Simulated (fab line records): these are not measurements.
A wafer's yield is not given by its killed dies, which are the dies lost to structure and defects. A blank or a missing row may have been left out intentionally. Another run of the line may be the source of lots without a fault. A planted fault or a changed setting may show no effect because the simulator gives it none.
fab line records | flow nand-harc
record lots=24 wafers=72 last-day=25
route steps=1159 shown P_M0@273 P_M1@312 P_M2@343 P_BONDPAD@374 A_ZERO_WELL@403
lots untouched by any fault: they come from a run of this same line in which no faults occurred
start-h: start of the lot's first displayed wafer, in hours after the record's first day | wait-h: hours since the lot's step before | " same as the row above | L1.1+2: a single row standing in for several wafers | - either no value or no given start | * or withheld: withheld | < > ~ a bound
route shown NAME@n: a module of which the file shows steps, and the number in the route of the first | usual: mean/standard deviation of fault-free wafers | same: alike in all rows | chamber/n: place in a boat | sites: readings site by site | _std_site: the values' standard deviation | _edge_site: mean of outer sites minus mean of inner sites | radius-mm: for every site, how far away it sits from the centre of the wafer | mask NAME#n: copy n | behind: the last tool/chamber to shape the wafer | hold: the reason the lot was held/the length of the hold in hours/how it ended | device: which transistor (n, p or np) failed to switch | end of line: tests of these same wafers at the route's end | where a step has no rows: the recipe by itself | killed: at the first sort, the dies lost to defects and structure; wafer yield is something else | map: dies across one wafer; x = killed, . = not, _ = none there
set.NAME: the setting that was run; set.NAME@STEP: the one run at that earlier step | model.NAME: the simulator's own value behind a step, which no gauge read
route steps across a sampled set of lots; one table per step, one row per wafer
services: from which hour (start-h, from the record's first day; less than 0 if before it) a tool's chamber was out of use, for how many hours, and why
## steps
# step NHARC_P_M0_PRE_CLEAN_29
# recipe time-s=30 temp-c=280 gas=H2/He
# usual heater-power-w=404/44
# columns lot.wafer tool chamber start-h wait-h heater-power-w
L074.1 pvd-sputter-03 - - - 442
L074.2 " - " " 394
L074.6 " - " " 379
L076.1 pvd-sputter-02 - - - 378
L076.2 " - " " 336
L076.5 " - " " 386
L075.4 pvd-sputter-03 - - - 396
L075.5 " - " " 334
L075.6 " - " " 441
L077.1 pvd-sputter-01 - - - 448
L077.6 " - " " 420
L077.5 " - " " 430
L078.4 pvd-sputter-02 - - - 363
L078.2 " - " " 336
L078.3 " - " " 437
L079.3 pvd-sputter-02 - - - 355
L079.1 " - " " 335
L079.4 " - " " 374
L080.3 pvd-sputter-01 - - - 444
L080.6 " - " " 440
L080.5 " - " " 470
L081.4 pvd-sputter-03 - - - 338
L081.2 " - " " 448
L081.5 " - " " 397
L082.2 pvd-sputter-02 - - - 374
L082.1 " - " " 436
L082.3 " - " " 356
L084.4 pvd-sputter-03 - - - 433
L084.2 " - " " 404
L084.6 " - " " 453
L083.4 pvd-sputter-01 - - - 436
L083.1 " - " " 453
L083.6 " - " " 440
L088.4 pvd-sputter-03 - - - 446
L088.5 " - " " 436
L088.6 " - " " 397
L085.2 pvd-sputter-02 - - - 368
L085.4 " - " " 369
L085.1 " - " " 433
L086.4 pvd-sputter-03 - - - 402
L086.1 " - " " 431
L086.5 " - " " 338
L087.1 pvd-sputter-01 - - - 450
L087.2 " - " " 436
L087.4 " - " " 419
L089.2 pvd-sputter-01 - - - 439
L089.1 " - " " 487
L089.5 " - " " 435
L090.4 pvd-sputter-03 - - - 403
L090.1 " - " " 445
L090.2 " - " " 383
L091.3 pvd-sputter-01 - - - 452
L091.2 " - " " 476
L091.6 " - " " 421
L092.4 pvd-sputter-03 - - - 342
L092.1 " - " " 442
L092.3 " - " " 401
L093.3 pvd-sputter-01 - - - 445
L093.5 " - " " 419
L093.6 " - " " 459
L095.3 pvd-sputter-02 - - - 428
L095.6 " - " " 374
L095.5 " - " " 440
L094.2 pvd-sputter-03 - - - 444
L094.1 " - " " 384
L094.6 " - " " 439
L096.4 pvd-sputter-01 - - - 415
L096.2 " - " " 451
L096.1 " - " " 438
L097.4 pvd-sputter-03 - - - 340
L097.2 " - " " 427
L097.1 " - " " 388
# step NHARC_P_M1_THK_MEAS_24
# recipe thk-meas-gauge=xrf
# usual thk-nm=157.8/1.6
# columns lot.wafer tool chamber start-h wait-h thk-nm
L074.1 film-metro-02 - 125.03 - 156.7
L074.2 " - " " 159.5
L074.6 " - " " 156.2
L076.1 film-metro-02 - 129.87 - 155.8
L076.2 " - " " 155.9
L076.5 " - " " 157.4
L075.4 film-metro-01 - 130.68 - 160.6
L075.5 " - " " 156.3
L075.6 " - " " 158.0
L077.1 film-metro-02 - 151.19 - 157.8
L077.5 " - " " 157.3
L077.6 " - " " 155.5
L078.2 film-metro-02 - 151.88 - 160.1
L078.3 " - " " 157.8
L078.4 " - " " 161.0
L079.1 film-metro-02 - 156.41 - 158.6
L079.3 " - " " 158.0
L079.4 " - " " 155.2
L080.3 film-metro-02 - 157.38 - 161.0
L080.5 " - " " 159.0
L080.6 " - " " 159.1
L081.2 film-metro-01 - 166.07 - 157.3
L081.4 " - " " 158.9
L081.5 " - " " 157.3
L082.1 film-metro-01 - 170.85 - 157.6
L082.2 " - " " 160.9
L082.3 " - " " 159.7
L084.2 film-metro-02 - 176.27 - 158.0
L084.4 " - " " 159.8
L084.6 " - " " 157.7
L083.1 film-metro-02 - 176.58 - 156.7
L083.4 " - " " 157.6
L083.6 " - " " 155.7
L088.4 film-metro-01 - 203.49 - 156.9
L088.5 " - " " 158.0
L088.6 " - " " 158.3
L085.1 film-metro-02 - 204.73 - 158.5
L085.2 " - " " 155.8
L085.4 " - " " 157.3
L086.1 film-metro-01 - 214.50 - 157.2
L086.4 " - " " 157.1
L086.5 " - " " 156.8
L087.1 film-metro-01 - 219.70 - 159.7
L087.2 " - " " 158.0
L087.4 " - " " 156.4
L089.1 film-metro-02 - 221.97 - 157.7
L089.2 " - " " 158.2
L089.5 " - " " 155.9
L090.1 film-metro-01 - 222.34 - 154.9
L090.2 " - " " 156.0
L090.4 " - " " 155.4
L091.2 film-metro-01 - 223.04 - 156.3
L091.3 " - " " 157.1
L091.6 " - " " 156.9
L092.1 film-metro-01 - 232.72 - 155.9
L092.3 " - " " 156.1
L092.4 " - " " 156.8
L093.3 film-metro-02 - 237.88 - 158.0
L093.5 " - " " 158.1
L093.6 " - " " 156.1
L095.3 film-metro-01 - 241.25 - 158.1
L095.5 " - " " 157.4
L095.6 " - " " 160.6
L094.1 film-metro-01 - 242.05 - 156.5
L094.2 " - " " 157.2
L094.6 " - " " 160.0
L096.1 film-metro-02 - 255.83 - 157.6
L096.2 " - " " 158.0
L096.4 " - " " 158.6
L097.1 film-metro-02 - 269.14 - 161.3
L097.2 " - " " 159.2
L097.4 " - " " 159.1
# step NHARC_P_M1_DEP_33
# recipe target-thk-a=300 temp-c=370 target-thk-nm=30 pressure-torr=3 flow-sccm=200 rf-w=450 material=SiCN
# usual heater-power-w=569/63
# columns lot.wafer tool chamber start-h wait-h heater-power-w
L074.1 pecvd-02 1 125.38 0.1 468
L074.2 " 2 " " 482
L074.6 " 2 " " 488
L076.1 pecvd-02 0 130.17 0.1 567
L076.2 " 2 " " 523
L076.5 " 2 " " 538
L075.5 pecvd-02 0 131.11 0.2 569
L075.6 " 1 " " 559
L075.4 " 2 " " 577
L077.1 pecvd-04 2 151.55 0.1 543
L077.5 " 2 " " 567
L077.6 " 1 " " 541
L078.3 pecvd-02 2 152.35 0.1 484
L078.2 " 1 " " 522
L078.4 " 0 " " 568
L079.1 pecvd-01 1 157.12 0.1 523
L079.3 " 2 " " 625
L079.4 " 2 " " 623
L080.3 pecvd-01 0 157.77 0.1 728
L080.6 " 2 " " 580
L080.5 " 0 " " 720
L081.2 pecvd-01 2 166.44 0.1 536
L081.4 " 1 " " 480
L081.5 " 2 " " 531
L082.3 pecvd-04 2 171.15 0.1 554
L082.1 " 0 " " 576
L082.2 " 1 " " 550
L084.2 pecvd-04 0 176.67 0.1 541
L084.4 " 1 " " 573
L084.6 " 2 " " 645
L083.1 pecvd-02 0 176.89 0.1 556
L083.4 " 0 " " 549
L083.6 " 1 " " 506
L088.6 pecvd-02 0 203.92 0.2 572
L088.5 " 1 " " 518
L088.4 " 2 " " 582
L085.1 pecvd-01 1 205.08 0.1 583
L085.2 " 2 " " 634
L085.4 " 0 " " 642
L086.1 pecvd-01 1 214.89 0.1 573
L086.4 " 0 " " 685
L086.5 " 1 " " 581
L087.1 pecvd-04 0 220.00 0.1 545
L087.2 " 2 " " 694
L087.4 " 1 " " 562
L089.2 pecvd-04 1 222.31 0.1 542
L089.1 " 2 " " 664
L089.5 " 1 " " 537
L090.2 pecvd-04 2 222.84 0.1 695
L090.1 " 0 " " 458
L090.4 " 1 " " 520
L091.3 pecvd-01 2 223.63 0.1 639
L091.2 " 0 " " 619
L091.6 " 2 " " 637
L092.1 pecvd-04 2 233.09 0.1 588
L092.3 " 2 " " 596
L092.4 " 0 " " 517
L093.3 pecvd-02 1 238.45 0.1 544
L093.5 " 1 " " 536
L093.6 " 0 " " 593
L095.3 pecvd-02 2 241.64 0.1 569
L095.6 " 0 " " 606
L095.5 " 2 " " 589
L094.1 pecvd-04 2 242.35 0.1 589
L094.2 " 1 " " 543
L094.6 " 1 " " 529
L096.1 pecvd-02 2 256.17 0.1 558
L096.2 " 0 " " 587
L096.4 " 0 " " 576
L097.1 pecvd-02 1 269.45 0.1 542
L097.2 " 0 " " 576
L097.4 " 1 " " 536
# step NHARC_P_M2_ANNEAL_31
# recipe temp-c=225 time-s=90
# usual wafer_temp_C_max=225.96/0.25
# columns lot.wafer tool chamber start-h wait-h wafer_temp_C_max
L074.1 rtp-anneal-01 0 128.42 0.3 225.62
L074.2 " 0 " " 225.74
L074.6 " 0 " " 225.85
L076.1 rtp-anneal-01 0 133.36 0.3 226.29
L076.2 " 0 " " 225.63
L076.5 " 0 " " 225.80
L075.4 rtp-anneal-02 0 134.45 0.3 225.93
L075.5 " 0 " " 226.04
L075.6 " 0 " " 225.75
L077.1 rtp-anneal-01 0 154.92 0.3 225.66
L077.5 " 0 " " 225.43
L077.6 " 0 " " 225.71
L078.2 rtp-anneal-01 0 155.91 0.4 226.47
L078.3 " 0 " " 226.19
L078.4 " 0 " " 225.87
L079.1 rtp-anneal-02 0 160.22 - 225.70
L079.3 " 0 " " 225.88
L079.4 " 0 " " 226.16
L080.3 rtp-anneal-01 0 160.98 0.3 226.23
L080.5 " 0 " " 226.03
L080.6 " 0 " " 225.85
L081.2 rtp-anneal-01 0 169.54 - 226.06
L081.4 " 0 " " 226.11
L081.5 " 0 " " 225.64
L082.1 rtp-anneal-01 0 174.39 0.3 226.05
L082.2 " 0 " " 225.91
L082.3 " 0 " " 225.86
L084.2 rtp-anneal-01 0 179.96 - 226.11
L084.4 " 0 " " 225.82
L084.6 " 0 " " 226.04
L083.1 rtp-anneal-02 0 180.22 0.3 226.58
L083.4 " 0 " " 226.25
L083.6 " 0 " " 227.01
L088.4 rtp-anneal-02 0 207.31 0.4 225.84
L088.5 " 0 " " 225.97
L088.6 " 0 " " 226.35
L085.1 rtp-anneal-01 0 208.51 0.3 226.02
L085.2 " 0 " " 225.84
L085.4 " 0 " " 225.84
L086.1 rtp-anneal-02 0 217.86 0.3 226.11
L086.4 " 0 " " 225.99
L086.5 " 0 " " 225.77
L087.1 rtp-anneal-01 0 223.24 0.4 225.79
L087.2 " 0 " " 225.88
L087.4 " 0 " " 225.89
L089.1 rtp-anneal-01 0 225.45 0.3 225.54
L089.2 " 0 " " 225.78
L089.5 " 0 " " 225.29
L090.1 rtp-anneal-02 0 226.07 - 225.82
L090.2 " 0 " " 225.84
L090.4 " 0 " " 225.54
L091.2 rtp-anneal-01 0 226.83 - 225.75
L091.3 " 0 " " 226.17
L091.6 " 0 " " 225.67
L092.1 rtp-anneal-02 0 236.65 - 226.48
L092.3 " 0 " " 225.84
L092.4 " 0 " " 226.01
L093.3 rtp-anneal-01 0 241.80 0.4 225.87
L093.5 " 0 " " 225.94
L093.6 " 0 " " 226.11
L095.3 rtp-anneal-01 0 244.84 0.3 226.08
L095.5 " 0 " " 225.81
L095.6 " 0 " " 226.47
L094.1 rtp-anneal-02 0 245.76 - 226.01
L094.2 " 0 " " 226.32
L094.6 " 0 " " 226.32
L096.1 rtp-anneal-01 0 259.38 - 225.93
L096.2 " 0 " " 225.86
L096.4 " 0 " " 225.91
L097.1 rtp-anneal-01 0 272.85 - 226.34
L097.2 " 0 " " 225.89
L097.4 " 0 " " 226.05
# step NHARC_P_BONDPAD_DEGAS_25
# recipe temp-c=300 time-s=60
# usual heater-power-w=463/51
# columns lot.wafer tool chamber start-h wait-h heater-power-w
L074.1 pvd-sputter-03 - 132.22 - 429
L074.2 " - " " 463
L074.6 " - " " 500
L076.2 pvd-sputter-03 - 137.20 - 490
L076.1 " - " " 370
L076.5 " - " " 509
L075.4 pvd-sputter-03 - 138.09 - 430
L075.5 " - " " 454
L075.6 " - " " 392
L077.1 pvd-sputter-02 - 158.57 - 424
L077.5 " - " " 402
L077.6 " - " " 381
L078.4 pvd-sputter-02 - 160.48 - 501
L078.3 " - " " 399
L078.2 " - " " 377
L079.1 pvd-sputter-03 - 163.97 - 503
L079.4 " - " " 420
L079.3 " - " " 455
L080.3 pvd-sputter-03 - 164.67 - 426
L080.5 " - " " 388
L080.6 " - " " 497
L081.4 pvd-sputter-01 - 173.11 - 535
L081.2 " - " " 494
L081.5 " - " " 465
L082.3 pvd-sputter-03 - 178.18 - 378
L082.2 " - " " 499
L082.1 " - " " 433
L084.2 pvd-sputter-01 - 183.56 - 540
L084.4 " - " " 474
L084.6 " - " " 542
L083.1 pvd-sputter-03 - 184.00 - 434
L083.4 " - " " 462
L083.6 " - " " 382
L088.4 pvd-sputter-03 - 211.01 - 491
L088.6 " - " " 495
L088.5 " - " " 423
L085.2 pvd-sputter-01 - 212.26 - 516
L085.4 " - " " 511
L085.1 " - " " 463
L086.4 pvd-sputter-01 - 221.66 - 545
L086.1 " - " " 473
L086.5 " - " " 498
L087.2 pvd-sputter-01 - 227.40 - 513
L087.1 " - " " 544
L087.4 " - " " 464
L089.1 pvd-sputter-02 - 229.25 - 504
L089.2 " - " " 358
L089.5 " - " " 443
L090.4 pvd-sputter-02 - 230.26 - 428
L090.2 " - " " 499
L090.1 " - " " 366
L091.3 pvd-sputter-03 - 231.36 - 509
L091.2 " - " " 457
L091.6 " - " " 441
L092.3 pvd-sputter-01 - 240.53 - 494
L092.4 " - " " 547
L092.1 " - " " 522
L093.3 pvd-sputter-01 - 245.68 - 508
L093.6 " - " " 500
L093.5 " - " " 495
L095.3 pvd-sputter-02 - 248.79 - 494
L095.6 " - " " 493
L095.5 " - " " 446
L094.1 pvd-sputter-02 - 249.48 - 354
L094.2 " - " " 510
L094.6 " - " " 424
L096.1 pvd-sputter-01 - 263.26 - 512
L096.2 " - " " 495
L096.4 " - " " 541
L097.2 pvd-sputter-02 - 276.47 - 431
L097.4 " - " " 496
L097.1 " - " " 444
# step NHARC_A_ZERO_WELL_DESCUM_12
# recipe time-s=3 o2-flow-sccm=200 ar-flow-sccm=0 bias-power-w=0 chemistry=O2
# usual drypump-motor-current-A=5.7/0.63 o2-flow-sccm=200.0/0.56 oes-product-au=0.998/0.0079 rf-vpp-V=57.6/0.94 showerhead-plenum-p-Torr=1.89/0.091 throttle-valve-pct=11.313/0.0078
# columns lot.wafer tool chamber start-h wait-h drypump-motor-current-A o2-flow-sccm oes-product-au rf-hours-counter-h rf-vpp-V showerhead-plenum-p-Torr throttle-valve-pct
L074.1 rie-diel-04 2 135.37 - 5.7 200.1 0.992 0 57.8 1.79 11.321
L074.2 " 3 " " 5.2 200.1 0.982 1 59.2 2.06 11.315
L074.6 " 1 " " 6.6 199.7 0.987 - 56.8 1.88 11.314
L076.1 rie-diel-08 1 140.30 - 5.9 200.1 1.007 1 57.8 1.79 11.313
L076.2 " 0 " " 6.3 200.4 0.992 1 57.9 1.90 11.316
L076.5 " 2 " " 5.3 200.2 0.994 - 57.6 1.85 11.311
L075.4 rie-diel-04 2 141.17 - 5.7 200.6 0.995 1 57.3 1.79 11.307
L075.5 " 2 " " 5.7 200.7 1.008 - 56.6 1.79 11.330
L075.6 " 3 " " 5.2 198.6 1.006 - 59.6 2.06 11.311
L077.1 rie-diel-04 2 161.61 - 5.7 199.5 0.993 2 57.2 1.79 11.306
L077.6 " 3 " " 5.2 199.9 0.987 - 57.8 2.06 11.312
L077.5 " 0 " " 5.3 200.8 0.992 - 57.6 1.80 11.306
L078.2 rie-diel-05 2 163.45 - 4.6 199.6 0.996 18 56.8 1.82 11.327
L078.3 " 3 " " 6.4 199.8 1.003 17 58.4 1.92 11.328
L078.4 " 1 " " 6.4 200.1 1.000 - 58.1 1.99 11.314
L079.1 rie-diel-04 0 166.98 - 5.3 200.1 1.005 3 57.8 1.80 11.301
L079.3 " 1 " " 6.6 200.3 0.997 3 58.0 1.88 11.315
L079.4 " 0 " " 5.3 199.0 1.001 - 56.1 1.80 11.303
L080.3 rie-diel-04 0 167.63 - 5.3 199.9 1.013 3 56.2 1.80 11.318
L080.6 " 0 " " 5.3 200.2 1.001 - 57.2 1.80 11.308
L080.5 " 1 " " 6.6 199.7 0.996 - 57.1 1.88 11.320
L081.2 rie-diel-05 2 176.26 - 4.7 201.0 0.995 1 59.6 1.82 11.301
L081.5 " 1 " " 6.4 200.3 0.998 - 58.2 1.99 11.311
L081.4 " 3 " " 6.4 200.2 0.992 - 56.9 1.92 11.310
L082.3 rie-diel-05 1 181.30 - 6.4 200.4 1.020 1 58.5 1.99 11.314
L082.1 " 2 " " 4.7 200.0 0.995 1 58.7 1.82 11.309
L082.2 " 3 " " 6.4 199.1 0.999 1 57.4 1.92 11.306
L084.4 rie-diel-04 3 186.64 - 5.2 200.1 0.992 6 58.4 2.06 11.324
L084.2 " 0 " " 5.3 199.2 1.001 6 57.1 1.80 11.319
L084.6 " 0 " " 5.3 199.8 1.009 - 57.4 1.80 11.310
L083.1 rie-diel-08 0 187.62 - 6.3 199.9 1.009 3 58.8 1.90 11.302
L083.4 " 1 " " 6.0 199.6 0.985 3 57.7 1.79 11.312
L083.6 " 2 " " 5.4 200.4 1.010 - 57.9 1.85 11.317
L088.4 rie-diel-04 1 214.14 - 6.6 200.2 1.002 8 58.0 1.88 11.324
L088.6 " 2 " " 5.7 200.1 0.995 - 56.5 1.79 11.300
L088.5 " 3 " " 5.2 199.7 0.986 - 58.4 2.06 11.306
L085.4 rie-diel-04 2 215.37 - 5.7 199.4 1.003 4 58.1 1.79 11.311
L085.1 " 3 " " 5.2 200.6 1.003 8 57.8 2.06 11.308
L085.2 " 0 " " 5.3 198.6 0.999 8 56.3 1.80 11.318
L086.4 rie-diel-05 2 224.78 - 4.7 200.3 1.001 5 58.2 1.82 11.324
L086.1 " 0 " " 4.7 199.7 1.003 4 56.4 1.82 11.317
L086.5 " 3 " " 6.4 200.6 0.999 - 58.1 1.92 11.326
L087.2 rie-diel-04 0 230.50 - 5.3 199.1 1.006 10 57.0 1.80 11.304
L087.1 " 1 " " 6.6 198.9 1.012 9 57.3 1.88 11.319
L087.4 " 2 " " 5.7 200.0 1.001 7 56.5 1.79 11.306
L089.1 rie-diel-04 0 232.39 - 5.3 201.3 1.004 10 56.6 1.80 11.323
L089.2 " 3 " " 5.2 199.2 1.001 10 56.8 2.05 11.296
L089.5 " 0 " " 5.3 199.8 1.000 - 55.4 1.80 11.313
L090.4 rie-diel-05 1 233.27 - 6.4 200.7 0.997 7 58.2 1.99 11.327
L090.2 " 2 " " 4.7 200.7 0.999 6 58.4 1.82 11.323
L090.1 " 3 " " 6.4 200.0 0.991 6 56.9 1.92 11.310
L091.2 rie-diel-05 3 234.57 - 6.4 199.8 1.006 6 56.6 1.92 11.306
L091.3 " 2 " " 4.7 200.6 1.001 6 57.8 1.82 11.309
L091.6 " 3 " " 6.3 199.9 0.994 - 57.5 1.92 11.313
L092.1 rie-diel-05 2 243.75 - 4.7 199.6 1.006 7 58.1 1.82 11.321
L092.3 " 0 " " 4.8 199.9 0.985 6 56.5 1.82 11.315
L092.4 " 1 " " 6.4 199.3 1.022 8 57.5 1.99 11.317
L093.3 rie-diel-08 1 248.99 - 6.0 200.0 0.997 7 56.1 1.79 11.316
L093.5 " 3 " " 5.6 200.2 0.988 - 56.0 1.92 11.324
L093.6 " 0 " " 6.3 199.7 1.008 - 58.8 1.90 11.330
L095.3 rie-diel-04 0 251.89 - 5.3 200.1 0.994 12 56.1 1.80 11.317
L095.6 " 1 " " 6.6 199.5 0.995 - 57.0 1.88 11.301
L095.5 " 2 " " 5.7 200.4 0.989 - 56.9 1.79 11.326
L094.1 rie-diel-08 2 252.49 - 5.4 200.1 0.999 7 58.0 1.85 11.310
L094.2 " 0 " " 6.3 199.8 1.006 8 58.6 1.90 11.314
L094.6 " 3 " " 5.6 199.6 0.998 - 59.2 1.92 11.312
L096.2 rie-diel-04 2 266.34 - 5.7 200.2 1.008 10 57.0 1.79 11.327
L096.4 " 3 " " 5.2 199.3 0.990 13 57.9 2.05 11.305
L096.1 " 0 " " 5.3 200.6 1.005 13 55.7 1.80 11.307
L097.2 rie-diel-08 1 279.55 - 6.0 200.5 0.999 9 57.3 1.79 11.310
L097.4 " 2 " " 5.3 200.0 0.997 8 56.6 1.85 11.316
L097.1 " 3 " " 5.6 200.9 0.972 8 57.7 1.92 11.308
## services
# columns tool chamber start-h hours kind
pecvd-01 - 98.46 1.2 repair
pvd-sputter-03 - 102.00 10.0 pm
pvd-sputter-01 - 102.13 0.6 repair
rie-diel-04 2 107.54 18.3 repair
rie-diel-04 1 110.55 11.0 repair
rie-diel-04 - 111.90 9.0 pm
rie-diel-05 0 130.70 46.0 repair
rie-diel-05 2 150.66 6.9 repair
pecvd-04 0 151.19 3.4 repair
pecvd-02 - 153.45 13.0 pm
pecvd-04 - 155.90 1.0 repair
pvd-sputter-01 - 158.00 10.0 pm
rie-diel-04 2 162.60 14.7 repair
pecvd-01 2 177.05 2.4 repair
pecvd-02 0 183.67 6.2 repair
pecvd-04 - 195.28 13.0 pm
pvd-sputter-02 - 204.09 1.2 repair
pvd-sputter-02 - 211.80 0.9 repair
pecvd-02 - 213.11 1.0 repair
pvd-sputter-02 - 214.02 10.0 pm
pecvd-04 1 227.64 5.6 repair
rie-diel-04 - 254.37 0.4 repair
pvd-sputter-01 - 272.68 1.7 repair
rie-diel-05 1 273.09 4.4 repair
## key
fault none
